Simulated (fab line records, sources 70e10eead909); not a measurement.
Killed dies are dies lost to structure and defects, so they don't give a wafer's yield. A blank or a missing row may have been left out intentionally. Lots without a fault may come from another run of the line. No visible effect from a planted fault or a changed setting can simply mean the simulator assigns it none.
Chamber matching || flow nand harc || NHARC_A_CONTACT_ETCH_102 on rie diel-04: 4 sister chambers
The step etches the open film in CF4/O2, target depth 100 nm, overetch 10 nm, time 55 s. 14 wafers are shown with their chamber, then 7 later ones without.

== WAFERS WITH THEIR CHAMBER ==
{"wafer": "L080.1", "chamber": 1, "showerhead plenum p Torr (Torr)": 1.44, "rf vpp V (V)": 198.8, "o2 flow sccm (sccm)": 20.13}
{"wafer": "L080.2", "chamber": 3, "showerhead plenum p Torr (Torr)": 1.29, "rf vpp V (V)": 196.9, "o2 flow sccm (sccm)": 20.01}
{"wafer": "L080.6", "chamber": 1, "showerhead plenum p Torr (Torr)": 1.44, "rf vpp V (V)": 200.3, "o2 flow sccm (sccm)": 20.05}
{"wafer": "L081.1", "chamber": 1, "showerhead plenum p Torr (Torr)": 1.44, "rf vpp V (V)": 200.7, "o2 flow sccm (sccm)": 20.06}
{"wafer": "L081.3", "chamber": 2, "showerhead plenum p Torr (Torr)": 1.24, "rf vpp V (V)": 194.1, "o2 flow sccm (sccm)": 20.04}
{"wafer": "L081.5", "chamber": 0, "showerhead plenum p Torr (Torr)": 1.41, "rf vpp V (V)": 199.4, "o2 flow sccm (sccm)": 19.95}
{"wafer": "L084.2", "chamber": 3, "showerhead plenum p Torr (Torr)": 1.29, "rf vpp V (V)": 195.4, "o2 flow sccm (sccm)": 20.04}
{"wafer": "L084.3", "chamber": 0, "showerhead plenum p Torr (Torr)": 1.41, "rf vpp V (V)": 200.3, "o2 flow sccm (sccm)": 20.02}
{"wafer": "L084.6", "chamber": 1, "showerhead plenum p Torr (Torr)": 1.44, "rf vpp V (V)": 201.4, "o2 flow sccm (sccm)": 20.07}
{"wafer": "L086.1", "chamber": 1, "showerhead plenum p Torr (Torr)": 1.44, "rf vpp V (V)": 201.0, "o2 flow sccm (sccm)": 19.97}
{"wafer": "L086.2", "chamber": 2, "showerhead plenum p Torr (Torr)": 1.24, "rf vpp V (V)": 194.7, "o2 flow sccm (sccm)": 20.07}
{"wafer": "L086.5", "chamber": 2, "showerhead plenum p Torr (Torr)": 1.24, "rf vpp V (V)": 194.2, "o2 flow sccm (sccm)": 20.15}
{"wafer": "L090.1", "chamber": 1, "showerhead plenum p Torr (Torr)": 1.44, "rf vpp V (V)": 199.2, "o2 flow sccm (sccm)": 20.08}
{"wafer": "L090.3", "chamber": 0, "showerhead plenum p Torr (Torr)": 1.40, "rf vpp V (V)": 198.7, "o2 flow sccm (sccm)": 19.96}

SIGNATURES (means of the wafers above)
{"reading": "showerhead plenum p Torr", "chamber 0": 1.4067, "chamber 1": 1.4400, "chamber 2": 1.2400, "chamber 3": 1.2900, "scatter within a chamber": 0.00258}
{"reading": "rf vpp V", "chamber 0": 199.467, "chamber 1": 200.233, "chamber 2": 194.333, "chamber 3": 196.150, "scatter within a chamber": 0.889}
{"reading": "o2 flow sccm", "chamber 0": 19.9767, "chamber 1": 20.0600, "chamber 2": 20.0867, "chamber 3": 20.0250, "scatter within a chamber": 0.0484}
Rule: for a wafer and a chamber, the distance is found by dividing, reading by reading, the gap between the wafer's reading and the chamber's mean by the reading's scatter, squaring, summing and taking the root. The wafer belongs to the nearest chamber; if the next one is less than 2 further off, it can't be placed. The scatter: take each reading less its chamber's mean, square it, sum over the shown wafers, divide by the number of wafers less the number of chambers, and take the root.

== WAFERS WITHOUT THEIR CHAMBER ==
{"wafer": "L090.6", "showerhead plenum p Torr (Torr)": 1.44, "rf vpp V (V)": 200.8, "o2 flow sccm (sccm)": 20.10}
{"wafer": "L091.2", "showerhead plenum p Torr (Torr)": 1.44, "rf vpp V (V)": 199.8, "o2 flow sccm (sccm)": 20.08}
{"wafer": "L091.3", "showerhead plenum p Torr (Torr)": 1.40, "rf vpp V (V)": 199.1, "o2 flow sccm (sccm)": 19.97}
{"wafer": "L091.4", "showerhead plenum p Torr (Torr)": 1.29, "rf vpp V (V)": 196.2, "o2 flow sccm (sccm)": 20.05}
{"wafer": "L095.1", "showerhead plenum p Torr (Torr)": 1.23, "rf vpp V (V)": 196.9, "o2 flow sccm (sccm)": 20.08}
{"wafer": "L095.2", "showerhead plenum p Torr (Torr)": 1.40, "rf vpp V (V)": 199.8, "o2 flow sccm (sccm)": 19.96}
{"wafer": "L095.5", "showerhead plenum p Torr (Torr)": 1.43, "rf vpp V (V)": 200.7, "o2 flow sccm (sccm)": 19.99}

== CHAMBER TAKEN BY EACH ==
{"wafer": "L090.6", "from the rows above": 1, "in truth": 1}
{"wafer": "L091.2", "from the rows above": 1, "in truth": 1}
{"wafer": "L091.3", "from the rows above": 0, "in truth": 0}
{"wafer": "L091.4", "from the rows above": 3, "in truth": 3}
{"wafer": "L095.1", "from the rows above": 2, "in truth": 2}
{"wafer": "L095.2", "from the rows above": 0, "in truth": 0}
{"wafer": "L095.5", "from the rows above": 1, "in truth": 1}
7 of 7 placed correctly. Left unplaced by these rows: 0. Placed wrongly: 0.
